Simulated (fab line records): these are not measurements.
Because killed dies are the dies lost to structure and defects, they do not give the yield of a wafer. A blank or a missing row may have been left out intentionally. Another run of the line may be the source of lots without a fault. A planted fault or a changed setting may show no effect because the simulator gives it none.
2 desks looking at one fault | flow n5 finfet | every desk sees just its own numbers, and what lay behind them comes last

THE TOOL OWNER'S DESK: euv scanner-01
The tool's own readings at N5_BEOL_M8_EXPOSE_25 (exposes mask V7, target cd 40 nm): means of the sampled wafers that have a number, for each lot that ran on this tool. The brackets show how far a lot's mean lies from the usual mean; more than 4 standard deviations puts the lot out of limits, marked OUT.
Columns: A = reticle temp C at N5_BEOL_M8_EXPOSE_25, usual 23.03 C
lot  | first seen here | A
L108 | day 10 09:22    | 23.10
L109 | day 11 00:25    | 23.04
L110 | day 11 09:04    | 22.95
L117 | day 13 04:32    | 23.04
L120 | day 14 06:01    | 23.01
Result from this desk: across the 5 lots, nothing is out of limits.

AT THE METROLOGY DESK
What the gauges read, lot by lot, whatever tool the lot ran on: means of the sampled wafers that have a number. The brackets show how far a lot's mean lies from the usual mean; more than 4 standard deviations puts the lot out of limits, marked OUT. Readings shown: 7 out of 12 (the first out of limits, and those lying furthest out on some lot).
Columns: A = DIBL_P at N5_BEOL_M4_RC_MEAS_101, usual 36.5 mV/V; B = IOFF_P at N5_BEOL_M4_RC_MEAS_101, usual 0.22 nA/um; C = ION_N at N5_BEOL_M4_RC_MEAS_101, usual 675 uA/um; D = ION_P at N5_BEOL_M4_RC_MEAS_101, usual 463 uA/um; E = VT_N at N5_BEOL_M4_RC_MEAS_101, usual 250 mV; F = cd nm at N5_BEOL_M8_CD_MEAS_28, usual 39.88 nm; G = V7_OVL at N5_BEOL_M8_OVL_MEAS_29, usual 0.1 nm
lot  | first seen here | A    | B    | C   | D   | E   | F               | G
L103 | day 7 17:24     | 35.5 | 0.21 | 672 | 461 | 247 | 39.65           | 0.1
L104 | day 7 23:32     | 32.1 | 0.16 | 660 | 453 | 250 | 39.72           | -0.2
L106 | day 8 07:55     | 37.8 | 0.22 | 674 | 459 | 249 | 39.83           | 0.3
L108 | day 8 21:22     | 37.2 | 0.25 | 680 | 470 | 247 | 40.02           | -0.4
L107 | day 9 02:36     | 35.2 | 0.18 | 664 | 456 | 253 | 39.75           | 0.2
L109 | day 9 08:58     | 36.8 | 0.24 | 680 | 465 | 247 | 40.15           | 0.0
L110 | day 9 22:13     | 40.2 | 0.24 | 695 | 478 | 250 | 39.75           | -1.2
L117 | day 11 16:50    | 38.6 | 0.21 | 680 | 462 | 250 | 29.84 (-37) OUT | -0.7
L120 | day 12 16:28    | 37.4 | 0.22 | 688 | 461 | 245 | 34.45 (-20) OUT | -0.6
Finding of this desk: L117, L120 out of limits; the first was L117 at day 13 04:40, on cd nm at N5_BEOL_M8_CD_MEAS_28. Within limits: L103, L104, L106, L108, L107, L109, L110.

BROUGHT TOGETHER
L117, L120 would have let the metrology desk raise an alarm at day 13 04:40.
The tool owner's desk saw nothing out of limits.
The tool owner's desk has L117, L120 on record, within its limits.
Of the lots named, all ran N5_BEOL_M8_EXPOSE_25 on euv scanner-01.

WHAT THE SIMULATOR PUT IN
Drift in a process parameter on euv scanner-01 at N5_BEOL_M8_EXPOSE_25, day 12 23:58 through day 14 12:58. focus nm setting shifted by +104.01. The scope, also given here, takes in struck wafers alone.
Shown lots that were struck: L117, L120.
Per desk, hours elapsed from the start of the fault to the first reading out of limits: for the metrology desk, 5.
